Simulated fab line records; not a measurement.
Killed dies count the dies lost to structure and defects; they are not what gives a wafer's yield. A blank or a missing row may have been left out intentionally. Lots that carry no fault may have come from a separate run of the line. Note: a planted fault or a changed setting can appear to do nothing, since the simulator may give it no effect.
fab line records | flow nand-harc | part 1 of 2: steps 1 to 4 of 6
record: lots: 22 | wafers: 66 | last-day: 33
route steps=1302 shown A_DECK1_JOINT@527 A_ONON_D2@566 A_CHANNEL_HOLE_D2@585 A_CHANNEL_FILL_D2@621
lots with no fault: from the same line, run without faults
start-h: hours from the record's first day to the start of the lot's first wafer shown | wait-h: hours elapsed since this lot's preceding step | " unchanged from the row above | L1.1+2: one row covering several wafers at once | - no value present, or no start provided | * or withheld: withheld | < > ~ a bound
route shown NAME@n: names a module that has steps shown in the file, with the first one's number in the route | usual: mean/standard deviation taken from wafers without a fault | same: alike in all rows | chamber/n: place in a boat | sites: readings site by site | _std_site: how widely they spread, as a standard deviation | _edge_site: inner sites' mean taken away from outer sites' mean | radius-mm: how far each site lies from the wafer's centre | mask NAME#n: copy n | behind: the last tool/chamber to shape the wafer | hold: why the lot went on hold/how many hours it stayed there/how the hold came to an end | device: whichever transistor did not switch (one of n, p or np) | end of line: the route-end tests of the same wafers | a step without rows: its recipe alone | killed: not the wafer's yield, but the dies lost to structure and defects at the first sort | map: dies across one wafer; x = killed, . = not, _ = none there
set.NAME: setting as actually run; set.NAME@STEP: the setting as run at that earlier step | model.NAME: the simulator's own value behind a step, which no gauge read
route steps across a sampled set of lots; one table per step, one row per wafer
services: from which hour (start-h, from the record's first day; less than 0 if before it) a tool's chamber was out of use, for how many hours, and why
== steps ==
step: NHARC_A_DECK1_JOINT_CMP_13
recipe: target-thk-nm: 51.023
usual: edge-zone-pressure-frac: 1.000/0.0047 | motor-current-A: 11.9/1.3 | time-to-endpoint-s: 9.1/2.6
lot.wafer | tool   | chamber | start-h | wait-h | edge-zone-pressure-frac | motor-current-A | time-to-endpoint-s
L074.4    | cmp-02 | 0       | 249.14  | 0.4    | 1.002                   | 10.9            | 5.5
L074.1    | "      | 1       | "       | "      | 0.996                   | 12.5            | 8.3
L074.5    | "      | 0       | "       | "      | 0.997                   | 10.7            | 6.9
L075.1    | cmp-04 | 1       | 258.56  | 0.4    | 0.997                   | 11.6            | 10.4
L075.4    | "      | 3       | "       | "      | 1.000                   | 10.9            | 13.2
L075.5    | "      | 2       | "       | "      | 0.993                   | 13.7            | 7.8
L076.1    | cmp-03 | 0       | 278.81  | 0.4    | 1.000                   | 11.5            | 9.3
L076.3    | "      | 1       | "       | "      | 0.995                   | 11.4            | 11.2
L076.5    | "      | 3       | "       | "      | 1.000                   | 10.9            | 9.1
L078.2    | cmp-02 | 3       | 286.94  | 0.4    | 0.999                   | 12.2            | 9.3
L078.3    | "      | 0       | "       | "      | 1.000                   | 11.1            | 9.4
L078.4    | "      | 2       | "       | "      | 1.003                   | 13.4            | 9.8
L077.4    | cmp-04 | 3       | 286.94  | 0.4    | 1.007                   | 10.1            | 13.1
L077.3    | "      | 0       | "       | "      | 1.006                   | 11.3            | 11.2
L077.1    | "      | 2       | "       | "      | 0.998                   | 15.3            | 8.0
L079.1    | cmp-02 | 3       | 293.60  | 0.4    | 1.002                   | 12.8            | 4.6
L079.4    | "      | 2       | "       | "      | 0.995                   | 13.3            | 8.3
L079.6    | "      | 3       | "       | "      | 1.008                   | 12.4            | 4.3
L081.3    | cmp-04 | 1       | 306.99  | 0.4    | 1.000                   | 10.8            | 8.7
L081.2    | "      | 3       | "       | "      | 1.012                   | 10.6            | 11.9
L081.6    | "      | 2       | "       | "      | 0.999                   | 15.0            | 8.7
L080.2    | cmp-03 | 2       | 312.73  | 0.4    | 1.007                   | 13.8            | 9.0
L080.4    | "      | 3       | "       | "      | 1.014                   | 11.2            | 11.1
L080.6    | "      | 2       | "       | "      | 0.999                   | 13.5            | 7.1
L082.2    | cmp-04 | 1       | 333.21  | 0.4    | 0.996                   | 11.5            | 6.8
L082.5    | "      | 0       | "       | "      | 0.998                   | 11.0            | 9.9
L082.6    | "      | 1       | "       | "      | 0.997                   | 11.5            | 7.0
L083.4    | cmp-04 | 2       | 337.80  | 0.4    | 0.994                   | 14.2            | 7.2
L083.3    | "      | 0       | "       | "      | 0.994                   | 11.5            | 13.0
L083.2    | "      | 1       | "       | "      | 0.999                   | 11.1            | 8.4
L084.2    | cmp-02 | 1       | 337.83  | 0.4    | 0.997                   | 12.9            | 9.3
L084.1    | "      | 2       | "       | "      | 0.993                   | 13.9            | 8.6
L084.6    | "      | 0       | "       | "      | 1.005                   | 10.7            | 7.5
L087.2    | cmp-04 | 2       | 384.18  | 0.4    | 1.002                   | 13.8            | 4.0
L087.4    | "      | 3       | "       | "      | 0.997                   | 10.3            | 9.9
L087.5    | "      | 2       | "       | "      | 1.001                   | 14.6            | 3.6
L089.2    | cmp-02 | 1       | 399.79  | 0.4    | 1.002                   | 12.4            | 9.4
L089.4    | "      | 3       | "       | "      | 0.999                   | 12.1            | 9.7
L089.3    | "      | 0       | "       | "      | 0.998                   | 10.3            | 10.2
L088.3    | cmp-03 | 2       | 399.82  | 0.4    | 0.997                   | 13.2            | 8.4
L088.2    | "      | 3       | "       | "      | 1.003                   | 11.9            | 8.3
L088.5    | "      | 1       | "       | "      | 0.997                   | 10.7            | 8.4
L090.2    | cmp-04 | 0       | 411.73  | 0.4    | 0.997                   | 10.9            | 14.1
L090.3    | "      | 1       | "       | "      | 1.008                   | 11.1            | 13.0
L090.6    | "      | 1       | "       | "      | 1.002                   | 11.5            | 8.9
L091.3    | cmp-04 | 1       | 415.44  | 0.4    | 0.997                   | 11.1            | 10.5
L091.2    | "      | 2       | "       | "      | 0.994                   | 14.9            | 10.2
L091.6    | "      | 1       | "       | "      | 0.998                   | 10.6            | 7.2
L092.3    | cmp-02 | 0       | 425.19  | 0.4    | 1.001                   | 10.6            | 8.2
L092.6    | "      | 1       | "       | "      | 1.003                   | 11.7            | 8.6
L092.5    | "      | 2       | "       | "      | 0.989                   | 13.5            | 10.9
L093.1    | cmp-04 | 0       | 428.12  | 0.4    | 1.003                   | 11.3            | 11.9
L093.4    | "      | 3       | "       | "      | 0.996                   | 10.9            | 13.8
L093.5    | "      | 0       | "       | "      | 1.001                   | 10.8            | 12.2
L095.1    | cmp-03 | 2       | 455.96  | 0.4    | 0.999                   | 12.9            | 5.8
L095.3    | "      | 3       | "       | "      | 1.001                   | 10.8            | 7.4
L095.2    | "      | 0       | "       | "      | 0.999                   | 11.5            | 5.4
L094.4    | cmp-04 | 0       | 455.96  | 0.4    | 1.002                   | 11.4            | 12.2
L094.6    | "      | 3       | "       | "      | 1.001                   | 10.5            | 14.1
L094.5    | "      | 0       | "       | "      | 1.001                   | 11.2            | 13.1
L096.2    | cmp-02 | 0       | 463.27  | 0.4    | 1.000                   | 10.7            | 9.5
L096.1    | "      | 3       | "       | "      | 1.014                   | 12.0            | 8.0
L096.6    | "      | 0       | "       | "      | 1.000                   | 11.2            | 11.1
L097.3    | cmp-04 | 2       | 479.25  | 0.4    | 0.992                   | 14.3            | 10.2
L097.1    | "      | 0       | "       | "      | 0.998                   | 11.2            | 11.6
L097.5    | "      | 2       | "       | "      | 0.997                   | 14.8            | 9.5
step: NHARC_A_ONON_D2_DEP_33
recipe: target-thk-a: 2000 | temp-c: 400 | pressure-torr: 6.5 | rf-w: 900 | teos-flow-sccm: 161.4 | flow-sccm: 2650 | target-thk-nm: 200 | gas: O2 | material: SiO2
usual: heater-power-w: 606/64 | throttle-valve-pct: 16.0/0.33
lot.wafer | tool     | chamber | start-h | wait-h | heater-power-w | throttle-valve-pct
L074.1    | pecvd-02 | 0       | 292.48  | 0.1    | 590            | 16.0
L074.5    | "        | 2       | "       | "      | 551            | 15.8
L074.4    | "        | 1       | "       | "      | 619            | 15.4
L075.1    | pecvd-04 | 0       | 297.39  | 0.1    | 572            | 16.2
L075.5    | "        | 2       | "       | "      | 572            | 16.1
L075.4    | "        | 0       | "       | "      | 595            | 16.3
L076.3    | pecvd-02 | 1       | 323.70  | 0.1    | 595            | 15.3
L076.1    | "        | 2       | "       | "      | 674            | 16.0
L076.5    | "        | 1       | "       | "      | 618            | 15.4
L078.3    | pecvd-02 | 1       | 323.97  | 0.2    | 617            | 15.5
L078.2    | "        | 0       | "       | "      | 547            | 16.3
L078.4    | "        | 0       | "       | "      | 559            | 15.8
L077.1    | pecvd-04 | 0       | 324.05  | 0.1    | 501            | 16.0
L077.3    | "        | 2       | "       | "      | 568            | 16.1
L077.4    | "        | 1       | "       | "      | 724            | 16.0
L079.1    | pecvd-02 | 1       | 336.23  | 0.1    | 567            | 15.5
L079.6    | "        | 0       | "       | "      | 600            | 16.1
L079.4    | "        | 1       | "       | "      | 594            | 15.6
L081.2    | pecvd-02 | 1       | 345.52  | 0.1    | 600            | 15.5
L081.3    | "        | 2       | "       | "      | 540            | 15.7
L081.6    | "        | 1       | "       | "      | 619            | 15.2
L080.2    | pecvd-04 | 0       | 345.55  | 0.1    | 516            | 16.3
L080.6    | "        | 2       | "       | "      | 575            | 15.9
L080.4    | "        | 0       | "       | "      | 529            | 16.3
L084.2    | pecvd-01 | 1       | 368.59  | 0.1    | 703            | 15.8
L084.1    | "        | 0       | "       | "      | 655            | 15.8
L084.6    | "        | 2       | "       | "      | 566            | 15.9
L082.2    | pecvd-02 | 0       | 368.80  | 0.1    | 578            | 15.9
L082.6    | "        | 0       | "       | "      | 575            | 16.2
L082.5    | "        | 1       | "       | "      | 658            | 15.5
L083.2    | pecvd-01 | 2       | 369.03  | 0.1    | 679            | 16.1
L083.3    | "        | 1       | "       | "      | 704            | 15.7
L083.4    | "        | 0       | "       | "      | 579            | 16.0
L087.2    | pecvd-04 | 1       | 424.58  | 0.1    | 719            | 16.3
L087.5    | "        | 1       | "       | "      | 748            | 16.2
L087.4    | "        | 0       | "       | "      | 588            | 16.7
L088.2    | pecvd-01 | 0       | 434.15  | 0.1    | 642            | 16.1
L088.3    | "        | 2       | "       | "      | 582            | 16.1
L088.5    | "        | 0       | "       | "      | 645            | 16.4
L089.3    | pecvd-02 | 1       | 434.21  | 0.1    | 527            | 15.4
L089.2    | "        | 0       | "       | "      | 560            | 16.4
L089.4    | "        | 0       | "       | "      | 558            | 16.5
L091.3    | pecvd-04 | 0       | 447.86  | 0.1    | 601            | 16.6
L091.2    | "        | 1       | "       | "      | 655            | 16.1
L091.6    | "        | 1       | "       | "      | 667            | 16.3
L090.2    | pecvd-02 | 0       | 447.89  | 0.1    | 578            | 16.5
L090.3    | "        | 1       | "       | "      | 624            | 15.4
L090.6    | "        | 1       | "       | "      | 625            | 15.4
L093.1    | pecvd-02 | 2       | 463.74  | 0.1    | 723            | 15.9
L093.4    | "        | 0       | "       | "      | 561            | 16.5
L093.5    | "        | 1       | "       | "      | 640            | 15.5
L092.3    | pecvd-04 | 0       | 464.08  | 0.1    | 541            | 16.0
L092.6    | "        | 1       | "       | "      | 552            | 16.1
L092.5    | "        | 2       | "       | "      | 595            | 16.4
L095.1    | pecvd-04 | 2       | 491.85  | 0.1    | 569            | 16.4
L095.3    | "        | 0       | "       | "      | 478            | 16.0
L095.2    | "        | 1       | "       | "      | 562            | 16.1
L094.6    | pecvd-01 | 1       | 492.02  | 0.2    | 627            | 15.9
L094.4    | "        | 2       | "       | "      | 688            | 16.1
L094.5    | "        | 0       | "       | "      | 544            | 16.3
L096.1    | pecvd-04 | 1       | 499.09  | 0.1    | 513            | 16.2
L096.2    | "        | 2       | "       | "      | 556            | 16.6
L096.6    | "        | 2       | "       | "      | 566            | 16.6
L097.3    | pecvd-01 | 0       | 520.82  | 0.1    | 476            | 16.3
L097.1    | "        | 1       | "       | "      | 652            | 15.9
L097.5    | "        | 2       | "       | "      | 673            | 16.2
step: NHARC_A_CHANNEL_HOLE_D2_DESCUM_15
recipe: time-s: 3 | o2-flow-sccm: 200 | ar-flow-sccm: 0 | bias-power-w: 0 | chemistry: O2
usual: drypump-motor-current-A: 5.8/0.45 | oes-product-au: 1.002/0.0096 | rf-vpp-V: 57.9/0.97 | showerhead-plenum-p-Torr: 1.95/0.1 | throttle-valve-pct: 11.311/0.0098
lot.wafer | tool        | chamber | start-h | wait-h | drypump-motor-current-A | oes-product-au | rf-hours-counter-h | rf-vpp-V | showerhead-plenum-p-Torr | throttle-valve-pct
L074.1    | rie-diel-02 | 3       | 295.90  | 0.1    | 5.9                     | 1.002          | 3.9                | 57.5     | 2.03                     | 11.306
L074.4    | "           | 0       | "       | "      | 6.0                     | 1.010          | 4.3                | 56.3     | 1.77                     | 11.318
L074.5    | "           | 1       | "       | "      | 6.0                     | 1.005          | -                  | 57.0     | 2.05                     | 11.306
L075.1    | rie-diel-02 | 3       | 300.93  | 0.1    | 5.9                     | 0.996          | 4.4                | 58.2     | 2.03                     | 11.321
L075.4    | "           | 0       | "       | "      | 6.0                     | 1.007          | 5.0                | 57.9     | 1.77                     | 11.313
L075.5    | "           | 0       | "       | "      | 6.0                     | 0.997          | -                  | 57.0     | 1.77                     | 11.325
L076.1    | rie-diel-13 | 3       | 327.11  | 0.1    | 4.8                     | 1.008          | 8.6                | 57.8     | 2.01                     | 11.323
L076.3    | "           | 0       | "       | "      | 5.9                     | 1.021          | 9.5                | 55.4     | 1.84                     | 11.304
L076.5    | "           | 0       | "       | "      | 5.9                     | 1.022          | -                  | 59.1     | 1.84                     | 11.310
L078.3    | rie-diel-02 | 1       | 327.34  | 0.1    | 6.1                     | 0.993          | 6.1                | 56.8     | 2.05                     | 11.331
L078.4    | "           | 2       | "       | "      | 6.1                     | 0.996          | 6.2                | 59.1     | 2.05                     | 11.306
L078.2    | "           | 3       | "       | "      | 5.9                     | 1.002          | 5.6                | 58.3     | 2.03                     | 11.300
L077.4    | rie-diel-04 | 3       | 327.49  | 0.1    | 6.0                     | 1.004          | 9.1                | 57.8     | 1.87                     | 11.324
L077.1    | "           | 0       | "       | "      | 5.4                     | 0.999          | 9.5                | 59.4     | 2.05                     | 11.322
L077.3    | "           | 2       | "       | "      | 6.8                     | 0.994          | 8.1                | 56.8     | 1.79                     | 11.313
L079.4    | rie-diel-13 | 1       | 339.53  | 0.1    | 5.3                     | 0.997          | 10.5               | 56.9     | 2.03                     | 11.309
L079.1    | "           | 2       | "       | "      | 5.5                     | 1.011          | 9.8                | 57.3     | 1.92                     | 11.296
L079.6    | "           | 0       | "       | "      | 5.8                     | 1.018          | -                  | 57.8     | 1.84                     | 11.306
L081.3    | rie-diel-04 | 1       | 348.87  | 0.1    | 5.8                     | 0.995          | 10.2               | 58.4     | 1.93                     | 11.309
L081.2    | "           | 3       | "       | "      | 5.9                     | 1.002          | 10.6               | 56.5     | 1.87                     | 11.320
L081.6    | "           | 1       | "       | "      | 5.7                     | 0.988          | -                  | 56.6     | 1.93                     | 11.305
L080.4    | rie-diel-02 | 2       | 349.43  | 0.1    | 6.1                     | 1.004          | 7.0                | 59.6     | 2.05                     | 11.300
L080.2    | "           | 1       | "       | "      | 6.0                     | 1.005          | 7.3                | 57.8     | 2.05                     | 11.311
L080.6    | "           | 2       | "       | "      | 6.0                     | 1.000          | -                  | 57.4     | 2.05                     | 11.295
L084.2    | rie-diel-02 | 1       | 377.96  | 0.1    | 6.0                     | 1.007          | 8.4                | 59.3     | 2.05                     | 11.301
L084.1    | "           | 3       | "       | "      | 6.0                     | 0.999          | 7.5                | 59.4     | 2.02                     | 11.323
L084.6    | "           | 1       | "       | "      | 6.0                     | 1.005          | -                  | 58.6     | 2.05                     | 11.318
L082.2    | rie-diel-04 | 1       | 379.69  | 0.1    | 5.7                     | 0.997          | 0.6                | 57.8     | 1.93                     | 11.316
L082.5    | "           | 0       | "       | "      | 5.3                     | 1.001          | -                  | 57.9     | 2.05                     | 11.297
L082.6    | "           | 1       | "       | "      | 5.8                     | 0.996          | -                  | 57.5     | 1.93                     | 11.304
L083.4    | rie-diel-13 | 1       | 379.83  | 0.1    | 5.4                     | 0.998          | 2.1                | 58.0     | 2.02                     | 11.295
L083.2    | "           | 2       | "       | "      | 5.6                     | 0.996          | 0.6                | 58.0     | 1.92                     | 11.306
L083.3    | "           | 3       | "       | "      | 4.8                     | 0.998          | 2.6                | 58.4     | 2.01                     | 11.320
L087.2    | rie-diel-13 | 2       | 428.13  | 0.1    | 5.5                     | 1.007          | 3.6                | 56.3     | 1.92                     | 11.327
L087.4    | "           | 3       | "       | "      | 4.8                     | 1.005          | 4.8                | 59.3     | 2.01                     | 11.316
L087.5    | "           | 3       | "       | "      | 4.9                     | 1.000          | -                  | 57.5     | 2.01                     | 11.314
L088.2    | rie-diel-13 | 0       | 437.43  | 0.1    | 5.9                     | 1.006          | 6.2                | 55.7     | 1.83                     | 11.301
L088.3    | "           | 2       | "       | "      | 5.6                     | 1.005          | 5.1                | 57.4     | 1.92                     | 11.325
L088.5    | "           | 1       | "       | "      | 5.3                     | 0.996          | -                  | 58.3     | 2.02                     | 11.323
L089.4    | rie-diel-04 | 0       | 437.61  | 0.1    | 5.4                     | 1.000          | 3.2                | 57.7     | 2.04                     | 11.294
L089.3    | "           | 1       | "       | "      | 5.8                     | 0.989          | 3.4                | 60.3     | 1.93                     | 11.317
L089.2    | "           | 2       | "       | "      | 6.8                     | 0.983          | 2.9                | 57.9     | 1.79                     | 11.310
L091.3    | rie-diel-13 | 0       | 451.25  | 0.1    | 5.9                     | 1.024          | 6.8                | 58.0     | 1.83                     | 11.314
L091.2    | "           | 2       | "       | "      | 5.5                     | 1.012          | 5.9                | 57.7     | 1.92                     | 11.306
L091.6    | "           | 3       | "       | "      | 4.8                     | 1.002          | -                  | 58.5     | 2.01                     | 11.330
L090.2    | rie-diel-13 | 2       | 453.12  | 0.1    | 5.5                     | 1.006          | 6.6                | 59.4     | 1.92                     | 11.300
L090.3    | "           | 3       | "       | "      | 4.8                     | 1.020          | 7.5                | 58.4     | 2.01                     | 11.308
L090.6    | "           | 3       | "       | "      | 4.8                     | 1.004          | -                  | 57.5     | 2.01                     | 11.294
L093.1    | rie-diel-02 | 0       | 467.03  | 0.1    | 6.0                     | 1.009          | 3.1                | 56.7     | 1.77                     | 11.312
L093.4    | "           | 2       | "       | "      | 6.1                     | 1.006          | 3.1                | 57.9     | 2.05                     | 11.308
L093.5    | "           | 1       | "       | "      | 6.0                     | 1.003          | -                  | 58.5     | 2.05                     | 11.316
L092.3    | rie-diel-13 | 3       | 467.95  | 0.1    | 4.8                     | 1.016          | 8.4                | 56.1     | 2.01                     | 11.308
L092.5    | "           | 2       | "       | "      | 5.5                     | 1.017          | -                  | 56.0     | 1.92                     | 11.302
L092.6    | "           | 3       | "       | "      | 4.9                     | 1.012          | -                  | 58.6     | 2.01                     | 11.294
L095.3    | rie-diel-02 | 1       | 497.27  | 0.1    | 6.1                     | 1.007          | 5.4                | 57.9     | 2.04                     | 11.304
L095.1    | "           | 2       | "       | "      | 6.1                     | 0.998          | 4.9                | 58.4     | 2.05                     | 11.317
L095.2    | "           | 0       | "       | "      | 6.0                     | 1.009          | 4.8                | 58.0     | 1.77                     | 11.309
L094.4    | rie-diel-04 | 1       | 497.51  | 0.1    | 5.7                     | 0.998          | 7.1                | 57.8     | 1.93                     | 11.329
L094.6    | "           | 1       | "       | "      | 5.8                     | 1.000          | -                  | 58.1     | 1.93                     | 11.306
L094.5    | "           | 2       | "       | "      | 6.8                     | 0.991          | -                  | 56.4     | 1.79                     | 11.326
L096.1    | rie-diel-02 | 0       | 504.95  | 0.1    | 6.0                     | 1.002          | 5.4                | 56.5     | 1.77                     | 11.320
L096.2    | "           | 2       | "       | "      | 6.1                     | 0.997          | 5.7                | 59.3     | 2.05                     | 11.314
L096.6    | "           | 0       | "       | "      | 6.0                     | 1.003          | -                  | 56.0     | 1.77                     | 11.295
L097.3    | rie-diel-04 | 3       | 524.48  | 0.1    | 5.9                     | 0.976          | 7.7                | 56.9     | 1.86                     | 11.299
L097.1    | "           | 1       | "       | "      | 5.7                     | 0.990          | 8.7                | 57.5     | 1.93                     | 11.318
L097.5    | "           | 0       | "       | "      | 5.4                     | 0.992          | -                  | 58.5     | 2.04                     | 11.305
step: NHARC_A_CHANNEL_HOLE_D2_ETCH_39
recipe: target-depth-a: 2600 | over-etch-frac: 0.3 | time-s: 325 | ion-energy-ev: 200 | n2-flow-sccm: 150 | h2-flow-sccm: 150 | ar-flow-sccm: 0 | rf-w: 400 | bias-w: 150 | chemistry: N2/H2
usual: drypump-motor-current-A: 5.8/0.46 | oes-product-au: 1.002/0.0092 | rf-vpp-V: 431/3.2 | showerhead-plenum-p-Torr: 2.07/0.11 | throttle-valve-pct: 14.171/0.0099
lot.wafer | tool        | chamber | start-h | wait-h | drypump-motor-current-A | oes-product-au | rf-hours-counter-h | rf-vpp-V | showerhead-plenum-p-Torr | throttle-valve-pct
L074.1    | rie-diel-02 | 3       | -       | -      | 6.0                     | 1.004          | 4.0                | 434      | 2.16                     | 14.171
L074.4    | "           | 2       | "       | "      | 6.1                     | 1.001          | 4.6                | 435      | 2.19                     | 14.171
L074.5    | "           | 0       | "       | "      | 6.0                     | 1.008          | -                  | 425      | 1.89                     | 14.169
L075.1    | rie-diel-02 | 3       | -       | -      | 5.9                     | 1.004          | 4.5                | 433      | 2.16                     | 14.186
L075.4    | "           | 0       | "       | "      | 6.0                     | 0.999          | 5.1                | 428      | 1.89                     | 14.161
L075.5    | "           | 1       | "       | "      | 6.0                     | 1.000          | -                  | 434      | 2.19                     | 14.175
L076.1    | rie-diel-13 | 3       | -       | -      | 4.9                     | 0.992          | 8.7                | 434      | 2.15                     | 14.179
L076.3    | "           | 0       | "       | "      | 5.8                     | 1.009          | 9.6                | 427      | 1.95                     | 14.168
L076.5    | "           | 3       | "       | "      | 4.9                     | 0.992          | -                  | 432      | 2.15                     | 14.172
L078.3    | rie-diel-02 | 0       | -       | -      | 6.0                     | 1.004          | 5.6                | 427      | 1.89                     | 14.161
L078.4    | "           | 1       | "       | "      | 6.0                     | 0.992          | 6.1                | 434      | 2.19                     | 14.174
L078.2    | "           | 2       | "       | "      | 6.1                     | 1.017          | 6.2                | 434      | 2.19                     | 14.184
L077.3    | rie-diel-04 | 3       | -       | -      | 5.9                     | 0.988          | 9.1                | 429      | 1.99                     | 14.181
L077.1    | "           | 1       | "       | "      | 5.8                     | 0.981          | 8.6                | 429      | 2.06                     | 14.165
L077.4    | "           | 2       | "       | "      | 6.8                     | 0.993          | 8.1                | 427      | 1.91                     | 14.165
L079.1    | rie-diel-13 | 0       | -       | -      | 5.8                     | 1.015          | 10.2               | 429      | 1.95                     | 14.155
L079.4    | "           | 1       | "       | "      | 5.4                     | 0.990          | 10.6               | 434      | 2.16                     | 14.153
L079.6    | "           | 3       | "       | "      | 4.9                     | 1.000          | -                  | 434      | 2.15                     | 14.163
L081.2    | rie-diel-04 | 3       | -       | -      | 5.9                     | 1.006          | 10.7               | 429      | 1.99                     | 14.174
L081.3    | "           | 0       | "       | "      | 5.4                     | 1.017          | 11.6               | 435      | 2.18                     | 14.142
L081.6    | "           | 3       | "       | "      | 6.0                     | 0.996          | -                  | 429      | 1.99                     | 14.166
L080.4    | rie-diel-02 | 0       | -       | -      | 6.0                     | 1.007          | 6.9                | 426      | 1.89                     | 14.173
L080.2    | "           | 3       | "       | "      | 5.9                     | 0.999          | 6.6                | 435      | 2.16                     | 14.173
L080.6    | "           | 0       | "       | "      | 6.0                     | 1.005          | -                  | 425      | 1.89                     | 14.179
L084.2    | rie-diel-02 | 1       | -       | -      | 6.1                     | 1.006          | 8.5                | 434      | 2.19                     | 14.161
L084.1    | "           | 2       | "       | "      | 6.1                     | 0.998          | 8.3                | 434      | 2.19                     | 14.176
L084.6    | "           | 3       | "       | "      | 5.9                     | 0.993          | -                  | 434      | 2.16                     | 14.186
L082.2    | rie-diel-04 | 1       | -       | -      | 5.8                     | 1.001          | 0.7                | 430      | 2.06                     | 14.187
L082.6    | "           | 2       | "       | "      | 6.7                     | 0.977          | -                  | 427      | 1.91                     | 14.174
L082.5    | "           | 0       | "       | "      | 5.4                     | 1.006          | -                  | 434      | 2.18                     | 14.185
L083.4    | rie-diel-13 | 3       | -       | -      | 4.8                     | 1.002          | 2.6                | 434      | 2.15                     | 14.169
L083.2    | "           | 0       | "       | "      | 5.9                     | 1.022          | 2.7                | 429      | 1.95                     | 14.180
L083.3    | "           | 1       | "       | "      | 5.3                     | 1.007          | 2.2                | 433      | 2.16                     | 14.163
L087.4    | rie-diel-13 | 2       | -       | -      | 5.6                     | 1.009          | 3.7                | 431      | 2.05                     | 14.178
L087.2    | "           | 0       | "       | "      | 5.8                     | 1.025          | 5.1                | 429      | 1.95                     | 14.187
L087.5    | "           | 2       | "       | "      | 5.6                     | 1.006          | -                  | 432      | 2.05                     | 14.162
L088.2    | rie-diel-13 | 0       | -       | -      | 5.8                     | 1.016          | 6.3                | 427      | 1.95                     | 14.171
L088.3    | "           | 1       | "       | "      | 5.4                     | 1.003          | 6.9                | 433      | 2.16                     | 14.166
L088.5    | "           | 0       | "       | "      | 5.9                     | 1.023          | -                  | 428      | 1.95                     | 14.163
L089.3    | rie-diel-04 | 2       | -       | -      | 6.8                     | 0.981          | 2.9                | 428      | 1.91                     | 14.165
L089.4    | "           | 3       | "       | "      | 5.9                     | 0.996          | 1.4                | 432      | 1.99                     | 14.173
L089.2    | "           | 0       | "       | "      | 5.4                     | 1.002          | 3.3                | 435      | 2.18                     | 14.181
L091.2    | rie-diel-13 | 2       | -       | -      | 5.6                     | 1.002          | 6.0                | 431      | 2.04                     | 14.167
L091.3    | "           | 3       | "       | "      | 4.9                     | 1.014          | 7.0                | 434      | 2.14                     | 14.166
L091.6    | "           | 2       | "       | "      | 5.6                     | 1.009          | -                  | 432      | 2.04                     | 14.163
L090.2    | rie-diel-13 | 2       | -       | -      | 5.5                     | 1.007          | 6.6                | 429      | 2.04                     | 14.188
L090.3    | "           | 3       | "       | "      | 4.9                     | 1.011          | 7.6                | 433      | 2.14                     | 14.173
L090.6    | "           | 3       | "       | "      | 4.8                     | 1.003          | -                  | 435      | 2.14                     | 14.164
L093.4    | rie-diel-02 | 1       | -       | -      | 6.1                     | 1.004          | 3.4                | 436      | 2.18                     | 14.168
L093.1    | "           | 2       | "       | "      | 6.1                     | 1.004          | 3.1                | 433      | 2.18                     | 14.163
L093.5    | "           | 1       | "       | "      | 6.1                     | 1.011          | -                  | 434      | 2.18                     | 14.167
L092.3    | rie-diel-13 | 3       | -       | -      | 4.9                     | 1.017          | 8.4                | 435      | 2.14                     | 14.174
L092.5    | "           | 3       | "       | "      | 4.9                     | 1.005          | -                  | 432      | 2.14                     | 14.170
L092.6    | "           | 0       | "       | "      | 5.9                     | 1.015          | -                  | 427      | 1.95                     | 14.174
L095.1    | rie-diel-02 | 2       | -       | -      | 6.1                     | 1.006          | 5.0                | 434      | 2.18                     | 14.171
L095.2    | "           | 3       | "       | "      | 5.9                     | 0.992          | 3.7                | 434      | 2.16                     | 14.176
L095.3    | "           | 0       | "       | "      | 6.0                     | 0.997          | 4.9                | 427      | 1.88                     | 14.178
L094.4    | rie-diel-04 | 3       | -       | -      | 5.9                     | 0.985          | 6.1                | 430      | 1.99                     | 14.168
L094.6    | "           | 1       | "       | "      | 5.8                     | 0.998          | -                  | 431      | 2.06                     | 14.178
L094.5    | "           | 2       | "       | "      | 6.7                     | 0.987          | -                  | 426      | 1.91                     | 14.169
L096.2    | rie-diel-02 | 1       | -       | -      | 6.0                     | 1.010          | 6.3                | 433      | 2.18                     | 14.171
L096.1    | "           | 0       | "       | "      | 6.0                     | 1.011          | 5.5                | 425      | 1.88                     | 14.157
L096.6    | "           | 2       | "       | "      | 6.1                     | 1.015          | -                  | 435      | 2.18                     | 14.161
L097.3    | rie-diel-04 | 2       | -       | -      | 6.8                     | 0.989          | 9.3                | 427      | 1.91                     | 14.171
L097.1    | "           | 0       | "       | "      | 5.4                     | 1.000          | 9.6                | 434      | 2.18                     | 14.177
L097.5    | "           | 2       | "       | "      | 6.8                     | 0.993          | -                  | 427      | 1.90                     | 14.171
